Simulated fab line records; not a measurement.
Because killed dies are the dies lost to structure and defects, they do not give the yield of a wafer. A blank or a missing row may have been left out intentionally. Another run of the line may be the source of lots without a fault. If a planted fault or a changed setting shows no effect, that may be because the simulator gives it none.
Which tool did it?	flow nand_harc	23 lots, 69 wafers sampled, at 6 steps of a route of 1159

## WHAT THE GAUGES SHOWED, per wafer
Not one reading of a measure or inspect step in the record can be checked against a usual standard deviation.

## WHAT TOOL EACH LOT RAN ON (gives the tool, then ch and the chambers of the sampled wafers, and finally the start)
lot	NHARC_A_STAIRCASE_DEP_156	NHARC_A_STAIRCASE_TRIM_16	NHARC_A_STAIRCASE_TRIM_24	NHARC_A_STAIRCASE_DESCUM_186	NHARC_A_STAIRCASE_ETCH_192	NHARC_A_STAIRCASE_TRIM_202
L075	pecvd-01 ch 0,2, day 10 13:19	rie_diel-01 ch 1,2,3, day 10 21:41 or earlier	rie_diel-01 ch 0,1,3, day 10 21:41 or earlier	rie_diel-01 ch 0,2,3, day 10 21:41	rie_diel-01 ch 0,3, no start	rie_diel-01 ch 0,1,2, no start
L074	pecvd-03 ch 0,2, day 10 16:39	rie_diel-09 ch 0,2,3, day 11 00:20 or earlier	rie_diel-01 ch 2,3, day 11 00:20 or earlier	rie_diel-01 ch 0,1, day 11 00:20	rie_diel-01 ch 0,1,2, no start	rie_diel-08 ch 1,2, no start
L077	pecvd-03 ch 1,2, day 11 06:41	rie_diel-09 ch 0,1,3, day 11 13:21 or earlier	rie_diel-09 ch 0,1,3, day 11 13:21 or earlier	rie_diel-01 ch 1,2,3, day 11 13:21	rie_diel-01 ch 1,2,3, no start	rie_diel-08 ch 1,2,3, no start
L076	pecvd-04 ch 0,1,2, day 11 06:44	rie_diel-08 ch 0,3, day 11 13:39 or earlier	rie_diel-08 ch 0,1, day 11 13:39 or earlier	rie_diel-01 ch 0,1,2, day 11 13:39	rie_diel-01 ch 0,1,2, no start	rie_diel-08 ch 0,1,2, no start
L079	pecvd-03 ch 0,1,2, day 11 23:48	rie_diel-09 ch 0,1,2, day 12 06:25 or earlier	rie_diel-09 ch 0,2,3, day 12 06:25 or earlier	rie_diel-08 ch 0,1,2, day 12 06:25	rie_diel-08 ch 0,1,2, no start	rie_diel-01 ch 0,1,2, no start
L078	pecvd-01 ch 0,1,2, day 11 23:50	rie_diel-08 ch 0,2,3, day 12 06:51 or earlier	rie_diel-08 ch 0,1, day 12 06:51 or earlier	rie_diel-08 ch 1,2, day 12 06:51	rie_diel-08 ch 0,2,3, no start	rie_diel-08 ch 2,3, no start
L080	pecvd-03 ch 1,2, day 12 04:44	rie_diel-09 ch 0,1,2, day 12 12:52 or earlier	rie_diel-08 ch 1,2,3, day 12 12:52 or earlier	rie_diel-08 ch 0,2,3, day 12 12:52	rie_diel-08 ch 0,1,3, no start	rie_diel-01 ch 0,1,3, no start
L081	pecvd-04 ch 0,1, day 12 15:17	rie_diel-08 ch 0,1, day 12 22:37 or earlier	rie_diel-08 ch 0,3, day 12 22:37 or earlier	rie_diel-08 ch 0,3, day 12 22:37	rie_diel-08 ch 0,1,3, no start	rie_diel-08 ch 0,3, no start
L082	pecvd-04 ch 0,1, day 12 15:28	rie_diel-09 ch 0,3, day 12 23:49 or earlier	rie_diel-08 ch 0,1,3, day 12 23:49 or earlier	rie_diel-08 ch 0,3, day 12 23:49	rie_diel-08 ch 0,1,3, no start	rie_diel-01 ch 2,3, no start
L084	pecvd-04 ch 0,1, day 13 01:26	rie_diel-09 ch 0,2,3, day 13 08:27 or earlier	rie_diel-08 ch 0,1,3, day 13 08:27 or earlier	rie_diel-08 ch 0,1,3, day 13 08:27	rie_diel-08 ch 0,1,3, no start	rie_diel-08 ch 0,1, no start
L083	pecvd-03 ch 0,1,2, day 13 01:34	rie_diel-01 ch 0,1,3, day 13 09:11 or earlier	rie_diel-09 ch 1,2, day 13 09:11 or earlier	rie_diel-01 ch 0,1,2, day 13 09:11	rie_diel-01 ch 0,3, no start	rie_diel-08 ch 0,1,3, no start
L087	pecvd-01 ch 0,1,2, day 14 01:58	rie_diel-08 ch 0,2,3, day 14 09:38 or earlier	rie_diel-08 ch 0,1,3, day 14 09:38 or earlier	rie_diel-09 ch 1,2,3, day 14 09:38	rie_diel-09 ch 0,2,3, no start	rie_diel-08 ch 0,2,3, no start
L086	pecvd-04 ch 0,1,2, day 14 01:59	rie_diel-09 ch 0,2,3, day 14 10:07 or earlier	rie_diel-08 ch 0,2,3, day 14 10:07 or earlier	rie_diel-09 ch 0,1, day 14 10:07	rie_diel-09 ch 0,1, no start	rie_diel-09 ch 0,1,3, no start
L085	pecvd-01 ch 0,1, day 14 02:10	rie_diel-08 ch 0,1,2, day 14 09:58 or earlier	rie_diel-09 ch 0,1,3, day 14 09:58 or earlier	rie_diel-08 ch 0,1,2, day 14 09:58	rie_diel-08 ch 1,2,3, no start	rie_diel-08 ch 0,1,2, no start
L089	pecvd-01 ch 0,1,2, day 14 08:34	rie_diel-09 ch 0,3, day 14 15:48 or earlier	rie_diel-08 ch 0,2,3, day 14 15:48 or earlier	rie_diel-01 ch 0,2,3, day 14 15:48	rie_diel-01 ch 0,1,3, no start	rie_diel-08 ch 0,2, no start
L088	pecvd-03 ch 0,1, day 14 08:35	rie_diel-09 ch 0,1,3, day 14 15:32 or earlier	rie_diel-01 ch 1,2,3, day 14 15:32 or earlier	rie_diel-09 ch 0,1,3, day 14 15:32	rie_diel-09 ch 0,1,3, no start	rie_diel-09 ch 1,2,3, no start
L090	pecvd-01 ch 0,1,2, day 14 18:40	rie_diel-08 ch 2,3, day 15 03:25 or earlier	rie_diel-09 ch 1,3, day 15 03:25 or earlier	rie_diel-01 ch 0,1,2, day 15 03:25	rie_diel-01 ch 0,1, no start	rie_diel-09 ch 1,3, no start
L091	pecvd-03 ch 1,2, day 14 18:50	rie_diel-09 ch 1,2,3, day 15 02:56 or earlier	rie_diel-09 ch 1,2,3, day 15 02:56 or earlier	rie_diel-09 ch 0,1, day 15 02:56	rie_diel-09 ch 0,1,2, no start	rie_diel-08 ch 0,2,3, no start
L092	pecvd-04 ch 0,2, day 15 07:02	rie_diel-08 ch 0,1,2, day 15 13:28 or earlier	rie_diel-08 ch 0,2,3, day 15 13:28 or earlier	rie_diel-08 ch 1,2,3, day 15 13:28	rie_diel-08 ch 0,1,3, no start	rie_diel-01 ch 0,2,3, no start
L093	pecvd-04 ch 1,2, day 15 10:48	rie_diel-08 ch 0,1,3, day 15 20:08 or earlier	rie_diel-01 ch 0,1,3, day 15 20:08 or earlier	rie_diel-01 ch 0,2,3, day 15 20:08	rie_diel-01 ch 0,1,3, no start	rie_diel-01 ch 0,2, no start
L094	pecvd-04 ch 0,1,2, day 15 21:26	rie_diel-08 ch 0,2,3, day 16 04:41 or earlier	rie_diel-08 ch 1,2, day 16 04:41 or earlier	rie_diel-08 ch 0,2,3, day 16 04:41	rie_diel-08 ch 0,2, no start	rie_diel-01 ch 0,3, no start
L095	pecvd-04 ch 0,2, day 16 01:02	rie_diel-08 ch 0,1,3, day 16 09:00 or earlier	rie_diel-08 ch 0,2,3, day 16 09:00 or earlier	rie_diel-08 ch 0,1,2, day 16 09:00	rie_diel-08 ch 2,3, no start	rie_diel-08 ch 0,3, no start
L097	pecvd-01 ch 0,1,2, day 16 21:02	rie_diel-08 ch 0,2,3, day 17 04:04 or earlier	rie_diel-08 ch 0,1,2, day 17 04:04 or earlier	rie_diel-08 ch 0,1, day 17 04:04	rie_diel-08 ch 0,1,3, no start	rie_diel-01 ch 2,3, no start
- NHARC_A_STAIRCASE_DEP_156: deposits SiNx, target thk 50 nm.
- NHARC_A_STAIRCASE_TRIM_16: chemistry O2, time 211.2 s.
- NHARC_A_STAIRCASE_TRIM_24: chemistry O2, time 211.2 s.
- NHARC_A_STAIRCASE_DESCUM_186: chemistry O2, time 3 s.
- NHARC_A_STAIRCASE_ETCH_192: etches the open film in C4F8/O2, target depth 100 nm, time 40.5 s.
- NHARC_A_STAIRCASE_TRIM_202: chemistry O2, time 211.2 s.

## AS READ BY THE TOOLS THEMSELVES (means over the sampled wafers that have a number; for cases with no such wafer, the mark the record gives instead)
NHARC_A_STAIRCASE_DEP_156. Usual: heater_power_w 717 W, standard deviation 80; showerhead_vpp_V 1299 V, standard deviation 56.
lot	tool	heater_power_w (W)	showerhead_vpp_V (V)	flag
L075	pecvd-01	675	1320	
L074	pecvd-03	624	1317	
L077	pecvd-03	728	1300	
L076	pecvd-04	771	1266	
L079	pecvd-03	719	1308	
L078	pecvd-01	677	1331	
L080	pecvd-03	805	1288	
L081	pecvd-04	771	1236	
L082	pecvd-04	842	1229	
L084	pecvd-04	769	1214	
L083	pecvd-03	721	1310	
L087	pecvd-01	667	1348	
L086	pecvd-04	739	1266	
L085	pecvd-01	647	1345	
L089	pecvd-01	666	1338	
L088	pecvd-03	757	1322	
L090	pecvd-01	668	1325	
L091	pecvd-03	648	1299	
L092	pecvd-04	729	1245	
L093	pecvd-04	750	1301	
L094	pecvd-04	743	1249	
L095	pecvd-04	753	1238	
L097	pecvd-01	649	1336	

NHARC_A_STAIRCASE_TRIM_16. Usual: drypump_motor_current_A 5.6 A, standard deviation 0.32; oes_product_au 0.996 a.u., standard deviation 0.0094; rf_vpp_V 57.6 V, standard deviation 0.9; showerhead_plenum_p_Torr 3.49 Torr, standard deviation 0.13; throttle_valve_pct 17.035 %, standard deviation 0.0087.
lot	tool	drypump_motor_current_A (A)	oes_product_au (a.u.)	rf_vpp_V (V)	showerhead_plenum_p_Torr (Torr)	throttle_valve_pct (%)	flag
L075	rie_diel-01	5.5	0.992	58.0	3.69	17.043	
L074	rie_diel-09	5.5	1.001	57.3	3.49	17.038	
L077	rie_diel-09	5.5	1.006	57.8	3.54	17.031	
L076	rie_diel-08	5.8	0.987	57.8	3.35	17.029	
L079	rie_diel-09	5.4	0.997	57.6	3.46	17.038	
L078	rie_diel-08	5.7	0.996	57.9	3.44	17.036	
L080	rie_diel-09	5.4	1.000	57.4	3.46	17.039	
L081	rie_diel-08	5.6	0.987	58.1	3.44	17.043	
L082	rie_diel-09	5.7	0.984	58.3	3.57	17.029	
L084	rie_diel-09	5.6	0.994	57.5	3.48	17.038	
L083	rie_diel-01	5.4	1.008	58.2	3.65	17.042	
L087	rie_diel-08	5.7	0.997	57.8	3.43	17.043	
L086	rie_diel-09	5.5	1.002	57.7	3.48	17.038	
L085	rie_diel-08	5.6	0.994	57.5	3.48	17.031	
L089	rie_diel-09	5.6	0.991	58.1	3.56	17.033	
L088	rie_diel-09	5.5	0.990	56.9	3.53	17.034	
L090	rie_diel-08	5.6	0.990	57.8	3.52	17.039	
L091	rie_diel-09	5.7	0.998	56.8	3.50	17.036	
L092	rie_diel-08	5.6	1.003	57.2	3.48	17.038	
L093	rie_diel-08	5.7	0.988	57.5	3.37	17.032	
L094	rie_diel-08	5.7	0.992	58.1	3.42	17.034	
L095	rie_diel-08	5.7	0.992	57.7	3.37	17.040	
L097	rie_diel-08	5.7	1.001	57.5	3.42	17.039	

NHARC_A_STAIRCASE_TRIM_24. Usual: drypump_motor_current_A 5.59 A, standard deviation 0.28; oes_product_au 0.994 a.u., standard deviation 0.01; rf_vpp_V 57.6 V, standard deviation 0.9; showerhead_plenum_p_Torr 3.48 Torr, standard deviation 0.13; throttle_valve_pct 17.036 %, standard deviation 0.0091.
lot	tool	drypump_motor_current_A (A)	oes_product_au (a.u.)	rf_vpp_V (V)	showerhead_plenum_p_Torr (Torr)	throttle_valve_pct (%)	flag
L075	rie_diel-01	5.39	0.988	58.7	3.66	17.035	
L074	rie_diel-01	5.23	1.004	57.4	3.65	17.043	
L077	rie_diel-09	5.53	0.990	58.0	3.54	17.034	
L076	rie_diel-08	5.56	0.996	57.5	3.45	17.046	
L079	rie_diel-09	5.54	1.001	57.8	3.49	17.038	
L078	rie_diel-08	5.70	0.984	58.0	3.40	17.040	
L080	rie_diel-08	5.60	1.005	56.8	3.48	17.037	
L081	rie_diel-08	5.77	0.983	57.7	3.33	17.038	
L082	rie_diel-08	5.67	0.984	57.6	3.39	17.027	
L084	rie_diel-08	5.68	0.987	57.2	3.39	17.034	
L083	rie_diel-09	5.61	0.995	58.1	3.48	17.045	
L087	rie_diel-08	5.67	0.989	57.7	3.38	17.034	
L086	rie_diel-08	5.72	0.990	57.3	3.43	17.037	
L085	rie_diel-09	5.52	0.993	58.0	3.53	17.034	
L089	rie_diel-08	5.71	0.990	57.8	3.43	17.035	
L088	rie_diel-01	5.45	1.000	58.5	3.67	17.039	
L090	rie_diel-09	5.76	1.005	57.5	3.55	17.033	
L091	rie_diel-09	5.76	0.994	58.2	3.50	17.031	
L092	rie_diel-08	5.71	0.990	56.7	3.43	17.042	
L093	rie_diel-01	5.39	1.005	57.6	3.64	17.033	
L094	rie_diel-08	5.48	0.998	58.2	3.52	17.032	
L095	rie_diel-08	5.70	0.992	58.1	3.42	17.034	
L097	rie_diel-08	5.63	0.998	57.3	3.47	17.040	

NHARC_A_STAIRCASE_DESCUM_186. Usual: drypump_motor_current_A 5.56 A, standard deviation 0.27; oes_product_au 0.996 a.u., standard deviation 0.0099; rf_vpp_V 57.7 V, standard deviation 1; showerhead_plenum_p_Torr 1.90 Torr, standard deviation 0.082; throttle_valve_pct 11.312 %, standard deviation 0.009.
lot	tool	drypump_motor_current_A (A)	oes_product_au (a.u.)	rf_vpp_V (V)	showerhead_plenum_p_Torr (Torr)	throttle_valve_pct (%)	flag
L075	rie_diel-01	5.39	0.998	57.4	1.96	11.306	
L074	rie_diel-01	5.57	1.001	58.6	2.02	11.312	
L077	rie_diel-01	5.42	0.993	58.8	2.00	11.302	
L076	rie_diel-01	5.59	1.004	58.1	1.98	11.308	
L079	rie_diel-08	5.60	1.000	57.2	1.89	11.305	
L078	rie_diel-08	5.51	1.012	58.2	1.95	11.308	
L080	rie_diel-08	5.72	0.998	58.5	1.86	11.317	
L081	rie_diel-08	5.78	0.981	57.6	1.80	11.310	
L082	rie_diel-08	5.78	0.986	57.1	1.80	11.309	
L084	rie_diel-08	5.66	0.984	56.7	1.83	11.311	
L083	rie_diel-01	5.60	1.006	57.4	1.98	11.314	
L087	rie_diel-09	5.73	0.995	57.6	1.90	11.308	
L086	rie_diel-09	5.36	0.999	57.4	1.90	11.315	
L085	rie_diel-08	5.60	0.993	57.5	1.89	11.318	
L089	rie_diel-01	5.39	0.998	58.5	1.95	11.313	
L088	rie_diel-09	5.50	1.005	57.0	1.92	11.315	
L090	rie_diel-01	5.60	0.990	57.8	1.97	11.312	
L091	rie_diel-09	5.37	1.000	57.7	1.89	11.319	
L092	rie_diel-08	5.58	1.000	57.5	1.88	11.306	
L093	rie_diel-01	5.40	0.997	58.1	1.95	11.309	
L094	rie_diel-08	5.70	0.989	57.1	1.85	11.312	
L095	rie_diel-08	5.58	0.996	57.1	1.88	11.310	
L097	rie_diel-08	5.68	0.992	57.2	1.83	11.307	

NHARC_A_STAIRCASE_ETCH_192. Usual: oes_product_au 0.937 a.u., standard deviation 0.012; rf_vpp_V 895 V, standard deviation 5.3.
lot	tool	oes_product_au (a.u.)	rf_vpp_V (V)	flag
L075	rie_diel-01	0.939	897	
L074	rie_diel-01	0.938	901	
L077	rie_diel-01	0.935	902	
L076	rie_diel-01	0.945	900	
L079	rie_diel-08	0.931	894	
L078	rie_diel-08	0.943	892	
L080	rie_diel-08	0.922	890	
L081	rie_diel-08	0.940	891	
L082	rie_diel-08	0.923	890	
L084	rie_diel-08	0.928	891	
L083	rie_diel-01	0.947	897	
L087	rie_diel-09	0.933	894	
L086	rie_diel-09	0.954	894	
L085	rie_diel-08	0.947	894	
L089	rie_diel-01	0.949	899	
L088	rie_diel-09	0.938	896	
L090	rie_diel-01	0.937	902	
L091	rie_diel-09	0.939	893	
L092	rie_diel-08	0.933	890	
L093	rie_diel-01	0.944	900	
L094	rie_diel-08	0.933	892	
L095	rie_diel-08	0.939	892	
L097	rie_diel-08	0.928	889	

NHARC_A_STAIRCASE_TRIM_202. Usual: drypump_motor_current_A 5.58 A, standard deviation 0.26; oes_product_au 0.995 a.u., standard deviation 0.0097; rf_vpp_V 57.8 V, standard deviation 0.89; showerhead_plenum_p_Torr 3.51 Torr, standard deviation 0.14; throttle_valve_pct 17.038 %, standard deviation 0.0099.
lot	tool	drypump_motor_current_A (A)	oes_product_au (a.u.)	rf_vpp_V (V)	showerhead_plenum_p_Torr (Torr)	throttle_valve_pct (%)	flag
L075	rie_diel-01	5.61	1.000	58.5	3.65	17.040	
L074	rie_diel-08	5.49	0.997	57.8	3.55	17.032	
L077	rie_diel-08	5.60	0.995	57.8	3.49	17.036	
L076	rie_diel-08	5.61	1.000	57.6	3.49	17.045	
L079	rie_diel-01	5.60	1.006	58.8	3.64	17.042	
L078	rie_diel-08	5.71	0.999	58.2	3.43	17.035	
L080	rie_diel-01	5.38	1.006	57.8	3.65	17.039	
L081	rie_diel-08	5.78	0.985	57.3	3.33	17.030	
L082	rie_diel-01	5.48	1.001	58.3	3.62	17.042	
L084	rie_diel-08	5.57	0.989	57.7	3.44	17.050	
L083	rie_diel-08	5.67	0.988	57.6	3.38	17.048	
L087	rie_diel-08	5.70	0.990	58.0	3.43	17.032	
L086	rie_diel-09	5.54	0.991	57.9	3.53	17.031	
L085	rie_diel-08	5.62	1.001	57.3	3.48	17.036	
L089	rie_diel-08	5.71	0.992	57.5	3.44	17.039	
L088	rie_diel-09	5.75	0.999	58.0	3.50	17.039	
L090	rie_diel-09	5.75	0.995	57.2	3.55	17.040	
L091	rie_diel-08	5.72	0.990	57.2	3.43	17.034	
L092	rie_diel-01	5.44	0.994	58.0	3.59	17.036	
L093	rie_diel-01	5.62	0.996	57.6	3.57	17.044	
L094	rie_diel-01	5.38	0.993	57.6	3.55	17.034	
L095	rie_diel-08	5.78	0.995	56.2	3.31	17.046	
L097	rie_diel-01	5.47	0.992	58.3	3.60	17.036	

## THE ANSWER, worked out from the rows above alone
Rule: lot off if the mean of its wafers having a number is beyond 3 standard deviations from the usual mean. Also off: a lot with no number at a reading for which 4 or more lots have one. The other lots that the step has rows for count as sound. After the gauges, taken in route order, come the tools' own readings; for these a lot's mean is taken, as printed above. The first step at which some lot is off is used, and at that step the reading that is off furthest; a lot without a number counts as furthest.
Nothing can be told from this: no lot is off at any reading shown.

## WHAT WAS PUT IN BY THE SIMULATOR
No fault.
